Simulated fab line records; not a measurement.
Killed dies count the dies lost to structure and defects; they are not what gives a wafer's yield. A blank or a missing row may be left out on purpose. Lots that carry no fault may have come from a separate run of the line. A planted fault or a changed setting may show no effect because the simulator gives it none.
Split-lot experiment / flow n5-finfet / 7 lots, 39 wafers read, on a route of 1938 steps

THE SPLIT
At N5_FIN_SAQP_HM_DEP_03 (deposits SiNx from SiH4/NH3/N2, target thk 38 nm, time 33.6 s), the setting time-s was moved away from the recipe's 33.6 s on 12 of the 39 wafers read, by -19.3% to +53.7%. The other wafers ran this setting at the recipe's value.

FROM THE SPLIT TO THE READING: what the file shows between them, 4 steps
- N5_FIN_SAQP_THK_MEAS_05
- N5_FIN_SAQP_PECVD_47: deposits a-Si from SiH4/He, target thk 45 nm, time 36.3 s
- N5_FIN_SAQP_PECVD_48: deposits SiNx from SiH4/NH3/N2, target thk 25 nm, time 22.1 s
- N5_FIN_SAQP_MANDREL2_REMOVE_60: chemistry HBr/Cl2/O2, target a-Si, stops on SiNx, bt time 10 s

THE READING
etch.depth-nm (the simulator's own value, which no gauge read), in nm, at N5_FIN_SAQP_HM_OPEN_33 (chemistry CH3F/O2, target SiNx, target depth 49.4 nm, time 70.6 s). There is no usual value for it anywhere in the file. Here, 27 wafers ran the recipe; their average is 37.73 nm with a standard deviation of 0.44 nm.

wafer=L074.1; tool, chamber at the split=pecvd-04, 2; time-s as run, s=33.6; against the recipe=recipe; etch.depth-nm, nm=37.02; against lot-mates on the recipe=-
wafer=L074.2; tool, chamber at the split=pecvd-04, 0; time-s as run, s=33.6; against the recipe=recipe; etch.depth-nm, nm=36.71; against lot-mates on the recipe=-
wafer=L074.3; tool, chamber at the split=pecvd-04, 1; time-s as run, s=33.6; against the recipe=recipe; etch.depth-nm, nm=37.39; against lot-mates on the recipe=-
wafer=L074.4; tool, chamber at the split=pecvd-04, 2; time-s as run, s=33.6; against the recipe=recipe; etch.depth-nm, nm=37.46; against lot-mates on the recipe=-
wafer=L074.5; tool, chamber at the split=pecvd-04, 0; time-s as run, s=33.6; against the recipe=recipe; etch.depth-nm, nm=37.21; against lot-mates on the recipe=-
wafer=L074.6; tool, chamber at the split=pecvd-04, 1; time-s as run, s=33.6; against the recipe=recipe; etch.depth-nm, nm=37.82; against lot-mates on the recipe=-
wafer=L077.1; tool, chamber at the split=pecvd-01, 1; time-s as run, s=49.84; against the recipe=+48.3%; etch.depth-nm, nm=55.55; against lot-mates on the recipe=+17.72
wafer=L077.2; tool, chamber at the split=pecvd-01, 0; time-s as run, s=49.84; against the recipe=+48.3%; etch.depth-nm, nm=55.36; against lot-mates on the recipe=+17.53
wafer=L077.3; tool, chamber at the split=pecvd-01, 1; time-s as run, s=33.6; against the recipe=recipe; etch.depth-nm, nm=38.1; against lot-mates on the recipe=-
wafer=L077.4; tool, chamber at the split=pecvd-01, 0; time-s as run, s=33.6; against the recipe=recipe; etch.depth-nm, nm=37.48; against lot-mates on the recipe=-
wafer=L077.5; tool, chamber at the split=pecvd-01, 0; time-s as run, s=49.84; against the recipe=+48.3%; etch.depth-nm, nm=56.58; against lot-mates on the recipe=+18.75
wafer=L077.6; tool, chamber at the split=pecvd-01, 1; time-s as run, s=33.6; against the recipe=recipe; etch.depth-nm, nm=37.91; against lot-mates on the recipe=-
wafer=L080.1; tool, chamber at the split=pecvd-04, 0; time-s as run, s=51.65; against the recipe=+53.7%; etch.depth-nm, nm=57.69; against lot-mates on the recipe=+19.86
wafer=L080.2; tool, chamber at the split=pecvd-04, 1; time-s as run, s=51.65; against the recipe=+53.7%; etch.depth-nm, nm=57.64; against lot-mates on the recipe=+19.81
wafer=L080.3; tool, chamber at the split=pecvd-04, 2; time-s as run, s=33.6; against the recipe=recipe; etch.depth-nm, nm=37.71; against lot-mates on the recipe=-
wafer=L080.4; tool, chamber at the split=pecvd-04, 2; time-s as run, s=51.65; against the recipe=+53.7%; etch.depth-nm, nm=59.2; against lot-mates on the recipe=+21.37
wafer=L080.5; tool, chamber at the split=pecvd-04, 1; time-s as run, s=33.6; against the recipe=recipe; etch.depth-nm, nm=38.01; against lot-mates on the recipe=-
wafer=L080.6; tool, chamber at the split=pecvd-04, 0; time-s as run, s=33.6; against the recipe=recipe; etch.depth-nm, nm=37.77; against lot-mates on the recipe=-
wafer=L085.3; tool, chamber at the split=pecvd-01, 1; time-s as run, s=33.6; against the recipe=recipe; etch.depth-nm, nm=37.5; against lot-mates on the recipe=-
wafer=L085.4; tool, chamber at the split=pecvd-01, 0; time-s as run, s=33.6; against the recipe=recipe; etch.depth-nm, nm=38.39; against lot-mates on the recipe=-
wafer=L085.6; tool, chamber at the split=pecvd-01, 2; time-s as run, s=33.6; against the recipe=recipe; etch.depth-nm, nm=38.25; against lot-mates on the recipe=-
wafer=L089.1; tool, chamber at the split=pecvd-01, 0; time-s as run, s=48.05; against the recipe=+43.0%; etch.depth-nm, nm=53.61; against lot-mates on the recipe=+15.68
wafer=L089.2; tool, chamber at the split=pecvd-01, 1; time-s as run, s=48.05; against the recipe=+43.0%; etch.depth-nm, nm=53.83; against lot-mates on the recipe=+15.90
wafer=L089.3; tool, chamber at the split=pecvd-01, 2; time-s as run, s=33.6; against the recipe=recipe; etch.depth-nm, nm=37.42; against lot-mates on the recipe=-
wafer=L089.4; tool, chamber at the split=pecvd-01, 1; time-s as run, s=33.6; against the recipe=recipe; etch.depth-nm, nm=38.45; against lot-mates on the recipe=-
wafer=L089.5; tool, chamber at the split=pecvd-01, 0; time-s as run, s=48.05; against the recipe=+43.0%; etch.depth-nm, nm=54.52; against lot-mates on the recipe=+16.59
wafer=L089.6; tool, chamber at the split=pecvd-01, 2; time-s as run, s=33.6; against the recipe=recipe; etch.depth-nm, nm=37.93; against lot-mates on the recipe=-
wafer=L090.1; tool, chamber at the split=pecvd-04, 2; time-s as run, s=33.6; against the recipe=recipe; etch.depth-nm, nm=37.6; against lot-mates on the recipe=-
wafer=L090.2; tool, chamber at the split=pecvd-04, 1; time-s as run, s=33.6; against the recipe=recipe; etch.depth-nm, nm=37.65; against lot-mates on the recipe=-
wafer=L090.3; tool, chamber at the split=pecvd-04, 0; time-s as run, s=33.6; against the recipe=recipe; etch.depth-nm, nm=37.11; against lot-mates on the recipe=-
wafer=L090.4; tool, chamber at the split=pecvd-04, 1; time-s as run, s=33.6; against the recipe=recipe; etch.depth-nm, nm=38.36; against lot-mates on the recipe=-
wafer=L090.5; tool, chamber at the split=pecvd-04, 2; time-s as run, s=33.6; against the recipe=recipe; etch.depth-nm, nm=37.85; against lot-mates on the recipe=-
wafer=L090.6; tool, chamber at the split=pecvd-04, 0; time-s as run, s=33.6; against the recipe=recipe; etch.depth-nm, nm=37.8; against lot-mates on the recipe=-
wafer=L094.1; tool, chamber at the split=pecvd-02, 0; time-s as run, s=27.12; against the recipe=-19.3%; etch.depth-nm, nm=29.14; against lot-mates on the recipe=-8.84
wafer=L094.2; tool, chamber at the split=pecvd-02, 2; time-s as run, s=27.12; against the recipe=-19.3%; etch.depth-nm, nm=30.19; against lot-mates on the recipe=-7.79
wafer=L094.3; tool, chamber at the split=pecvd-02, 1; time-s as run, s=27.12; against the recipe=-19.3%; etch.depth-nm, nm=29.82; against lot-mates on the recipe=-8.16
wafer=L094.4; tool, chamber at the split=pecvd-02, 0; time-s as run, s=33.6; against the recipe=recipe; etch.depth-nm, nm=37.42; against lot-mates on the recipe=-
wafer=L094.5; tool, chamber at the split=pecvd-02, 1; time-s as run, s=33.6; against the recipe=recipe; etch.depth-nm, nm=38.43; against lot-mates on the recipe=-
wafer=L094.6; tool, chamber at the split=pecvd-02, 2; time-s as run, s=33.6; against the recipe=recipe; etch.depth-nm, nm=38.08; against lot-mates on the recipe=-

FIT RESULTS
A straight line over all 39 wafers: etch.depth-nm changes by +0.381 nm for each +1% of time-s; r = +1.00; the points scatter about the line by 0.52 nm.
The same after taking each lot's own level away (the mean of its wafers on the recipe; 39 wafers): +0.38 nm for each +1%; r = +1.00; scatter 0.5 nm.
On that fit, the largest move of time-s shifts the reading by 20 nm.
The span of the lots' own levels, 37.268 to 38.047 nm, comes to 1.8 times the standard deviation stated above.
So the lot-to-lot level changes the slope little: the two slopes agree.
Check: +20.4 nm against its lot-mates is what the line predicts for one of the wafers moved furthest among these (+53.7%) when that wafer is left out of the fit. It came out at +19.9 nm against them.

THE WHOLE CHAIN: every reading that the file lists as answering this split, in the file's order
step=N5_FIN_SAQP_HM_DEP_03; what it does=deposits SiNx from SiH4/NH3/N2, target thk 38 nm, time 33.6 s; reading=SiNx_of_FIN_SAQP_HM_DEP_03.thk-nm (the simulator's own value, which no gauge read); change (the file's fit)=+0.378 nm for each +1% of the setting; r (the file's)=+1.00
step=N5_FIN_SAQP_THK_MEAS_05; what it does=; reading=thk-nm; change (the file's fit)=withheld for each +1% of the setting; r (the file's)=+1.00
step=N5_FIN_SAQP_HM_OPEN_33; what it does=chemistry CH3F/O2, target SiNx, target depth 49.4 nm, time 70.6 s; reading=etch-rf-on-time-s; change (the file's fit)=withheld for each +1% of the setting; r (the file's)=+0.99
step=N5_FIN_SAQP_HM_OPEN_33; what it does=chemistry CH3F/O2, target SiNx, target depth 49.4 nm, time 70.6 s; reading=etch.depth-nm (the simulator's own value, which no gauge read); change (the file's fit)=+0.378 nm for each +1% of the setting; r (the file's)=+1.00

THE FILE'S OWN FIT
etch.depth-nm changes by +0.378 nm for each +1% of time-s, r = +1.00.
